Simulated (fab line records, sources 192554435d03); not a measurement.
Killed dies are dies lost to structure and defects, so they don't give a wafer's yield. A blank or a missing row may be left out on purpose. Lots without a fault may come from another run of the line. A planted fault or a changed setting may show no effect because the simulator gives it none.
One fault seen from 3 desks | flow n5_finfet | each desk has only its own numbers; what lay behind them comes last

THE DEFECT DESK
What the inspections along the route counted, lot by lot: means of the sampled wafers that have a number. A lot is out of limits, marked OUT, if its mean lies more than 4 standard deviations from the usual mean; the brackets give that distance.
Columns: A = raw_defect_count at N5_MIM_TOP_LITHO_INSPECT_12, usual 1.8; B = raw_defect_count at N5_MIM_BOT_LITHO_INSPECT_12, usual 2.0
lot  | first seen here | A   | B
L601 | day 15 10:23    | 1.0 | 0.7
L604 | day 15 18:47    | 2.0 | 2.0
L612 | day 19 08:08    | 2.3 | 2.7
L621 | day 21 04:46    | 1.7 | 1.3
L620 | day 21 04:58    | 3.7 | 2.7
This desk's finding: nothing out of limits on any of the 5 lots.

THE TOOL OWNER'S DESK: pecvd-04
The tool's own readings at N5_MIM_TOP_ETCH_PECVD_03 (deposits SiNx from SiH4/NH3/N2, target thk 20 nm, time 17.6 s): means of the sampled wafers that have a number, for each lot that ran on this tool. A lot is out of limits, marked OUT, if its mean lies more than 4 standard deviations from the usual mean; the brackets give that distance.
Columns: A = heater_power_w at N5_MIM_TOP_ETCH_PECVD_03, usual 792 W; B = rf_fwd_power_W at N5_MIM_TOP_ETCH_PECVD_03, usual 296.4 W; C = showerhead_plenum_p_Torr at N5_MIM_TOP_ETCH_PECVD_03, usual 5.14 Torr; D = throttle_valve_pct at N5_MIM_TOP_ETCH_PECVD_03, usual 41 %
lot  | first seen here | A   | B     | C    | D
L601 | day 15 10:43    | 875 | 296.9 | 5.13 | 42
L612 | day 19 08:36    | 834 | 296.4 | 5.18 | 46
This desk's finding: nothing out of limits on any of the 2 lots.

THE METROLOGY DESK
What the gauges read, lot by lot, whatever tool the lot ran on: means of the sampled wafers that have a number. A lot is out of limits, marked OUT, if its mean lies more than 4 standard deviations from the usual mean; the brackets give that distance.
Columns: A = cd_nm at N5_MIM_TOP_LITHO_CD_MEAS_08, usual 2001.2 nm; B = MIM_TOP_OVL at N5_MIM_TOP_LITHO_OVL_MEAS_11, usual 3 nm; C = cd_nm at N5_MIM_BOT_LITHO_CD_MEAS_08, usual 2998.9 nm; D = MIM_BOT_OVL at N5_MIM_BOT_LITHO_OVL_MEAS_11, usual 2 nm
lot  | first seen here | A      | B  | C      | D
L601 | day 15 10:20    | 2001.7 | -1 | 2999.1 | 0
L604 | day 15 18:44    | 2002.5 | 1  | 3000.6 | -2
L612 | day 19 08:03    | 2001.8 | 3  | 2999.3 | 0
L621 | day 21 04:43    | 2001.3 | 5  | 2999.1 | 3
L620 | day 21 04:55    | 2003.3 | 8  | 2999.9 | 12
This desk's finding: nothing out of limits on any of the 5 lots.

PUT TOGETHER
The defect desk saw nothing out of limits.
The tool owner's desk saw nothing out of limits.
The metrology desk saw nothing out of limits.

WHAT THE SIMULATOR HAD PUT IN
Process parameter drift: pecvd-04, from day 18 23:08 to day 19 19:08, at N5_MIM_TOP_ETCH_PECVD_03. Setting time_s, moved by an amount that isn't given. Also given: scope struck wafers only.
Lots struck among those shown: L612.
